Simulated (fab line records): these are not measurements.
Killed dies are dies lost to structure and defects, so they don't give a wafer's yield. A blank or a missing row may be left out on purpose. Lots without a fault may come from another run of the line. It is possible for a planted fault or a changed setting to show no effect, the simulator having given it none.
Matching of chambers ; flow n5-finfet ; N5_BEOL_M11_PRE_CLEAN_55 on pecvd-01: 3 sister chambers
The step time 15 s. 18 wafers are shown with their chamber, then 9 later ones without.

WAFERS WITH THEIR CHAMBER
wafer;chamber;rf-fwd-power-W (W)
L822.4;0;296.4
L822.5;2;296.4
L822.6;1;293.1
L823.1;1;293.5
L823.2;0;297.6
L823.6;1;293.3
L826.2;2;296.3
L826.5;2;296.6
L826.6;1;292.9
L828.2;0;296.7
L828.5;0;297.4
L828.6;1;293.1
L839.2;2;298.2
L839.3;1;291.7
L839.5;1;291.2
L835.2;0;296.7
L835.4;1;291.4
L835.6;0;294.5

SIGNATURES, as means of the wafers listed above
reading;chamber 0;chamber 1;chamber 2;scatter within a chamber
rf-fwd-power-W;296.550;292.525;296.875;0.984
Rule: distance of a wafer from a chamber = root of the sum over the readings of ((wafer's reading minus chamber's mean) / reading's scatter) squared. If the next closest chamber is less than 2 further off than the closest, the wafer can't be placed; otherwise it belongs to the closest. The scatter: take each reading less its chamber's mean, square it, sum over the shown wafers, divide by the number of wafers less the number of chambers, and take the root.

WAFERS WHOSE CHAMBER IS MISSING
wafer;rf-fwd-power-W (W)
L836.2;293.1
L836.4;296.8
L836.6;292.0
L837.3;295.2
L837.4;295.3
L837.5;292.5
L842.1;293.5
L842.4;294.6
L842.6;296.7

THE CHAMBER EACH PASSED THROUGH
wafer;from the rows above;in truth
L836.2;1;1
L836.4;can't be placed: 2 or 0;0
L836.6;1;1
L837.3;can't be placed: 0 or 2 or 1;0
L837.4;can't be placed: 0 or 2 or 1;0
L837.5;1;1
L842.1;1;1
L842.4;can't be placed: 0 or 1 or 2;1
L842.6;can't be placed: 0 or 2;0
Placed correctly: 4 of 9. Unplaceable from these rows: 5, with the true chamber sitting among the candidates in 5. Wrongly placed: 0.
